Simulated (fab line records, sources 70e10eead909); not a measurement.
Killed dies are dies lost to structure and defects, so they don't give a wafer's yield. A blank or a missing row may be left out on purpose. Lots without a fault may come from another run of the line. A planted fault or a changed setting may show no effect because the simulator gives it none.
Chamber matching | flow nand_harc | NHARC_P_ZERO_WELL_DESCUM_54 on rie_diel-06: 4 sister chambers
The step chemistry O2, time 3 s. 20 wafers are shown with their chamber, then 10 later ones without.

WAFERS WITH THEIR CHAMBER
wafer  | chamber | drypump_motor_current_A (A) | oes_product_au (a.u.) | throttle_valve_pct (%)
L074.1 | 0       | 5.6                         | 0.994                 | 11.320
L074.3 | 1       | 5.1                         | 0.991                 | 11.320
L074.5 | 1       | 5.2                         | 0.994                 | 11.326
L075.1 | 0       | 5.6                         | 1.001                 | 11.332
L075.4 | 3       | 5.0                         | 1.030                 | 11.299
L075.5 | 2       | 4.8                         | 0.994                 | 11.313
L076.2 | 1       | 5.2                         | 0.990                 | 11.326
L076.4 | 3       | 5.0                         | 1.013                 | 11.320
L076.6 | 0       | 5.6                         | 0.997                 | 11.320
L079.3 | 3       | 5.0                         | 1.014                 | 11.321
L079.5 | 2       | 4.8                         | 1.005                 | 11.306
L079.6 | 3       | 5.0                         | 1.018                 | 11.308
L083.1 | 1       | 5.2                         | 0.995                 | 11.330
L083.2 | 3       | 5.0                         | 1.011                 | 11.319
L083.5 | 3       | 5.0                         | 1.009                 | 11.304
L086.1 | 3       | 5.0                         | 0.997                 | 11.314
L086.3 | 1       | 5.1                         | 0.997                 | 11.305
L086.4 | 2       | 4.8                         | 0.989                 | 11.314
L089.2 | 3       | 5.0                         | 1.013                 | 11.295
L089.4 | 0       | 5.6                         | 0.993                 | 11.314

SIGNATURES (means of the wafers above)
reading                 | chamber 0 | chamber 1 | chamber 2 | chamber 3 | scatter within a chamber
drypump_motor_current_A | 5.600     | 5.160     | 4.800     | 5.000     | 0.0274
oes_product_au          | 0.99625   | 0.99340   | 0.99600   | 1.01313   | 0.00706
throttle_valve_pct      | 11.32150  | 11.32140  | 11.31100  | 11.31000  | 0.00901
Rule: a wafer's distance from a chamber is the root of the sum, over the readings, of the square of ((its reading less the chamber's mean) divided by the reading's scatter). The wafer belongs to the nearest chamber; if the next one is less than 2 further off, it can't be placed. The scatter: the root of (the sum of the squares of (reading less its chamber's mean) over the shown wafers, divided by (wafers less chambers)).

WAFERS WITHOUT THEIR CHAMBER
wafer  | drypump_motor_current_A (A) | oes_product_au (a.u.) | throttle_valve_pct (%)
L089.5 | 5.0                         | 1.016                 | 11.307
L093.3 | 5.2                         | 0.994                 | 11.309
L093.4 | 5.0                         | 1.007                 | 11.319
L093.6 | 5.6                         | 1.003                 | 11.310
L094.2 | 4.8                         | 1.017                 | 11.320
L094.5 | 4.8                         | 1.012                 | 11.301
L094.6 | 5.1                         | 0.993                 | 11.317
L096.1 | 5.2                         | 1.000                 | 11.307
L096.3 | 5.6                         | 0.998                 | 11.297
L096.4 | 4.8                         | 1.006                 | 11.321

WHICH CHAMBER EACH WENT THROUGH
wafer  | from the rows above | in truth
L089.5 | 3                   | 3
L093.3 | 1                   | 1
L093.4 | 3                   | 3
L093.6 | 0                   | 0
L094.2 | 2                   | 2
L094.5 | 2                   | 2
L094.6 | 1                   | 1
L096.1 | 1                   | 1
L096.3 | 0                   | 0
L096.4 | 2                   | 2
Placed correctly: 10 of 10. Can't be placed from these rows: 0. Placed wrongly: 0.
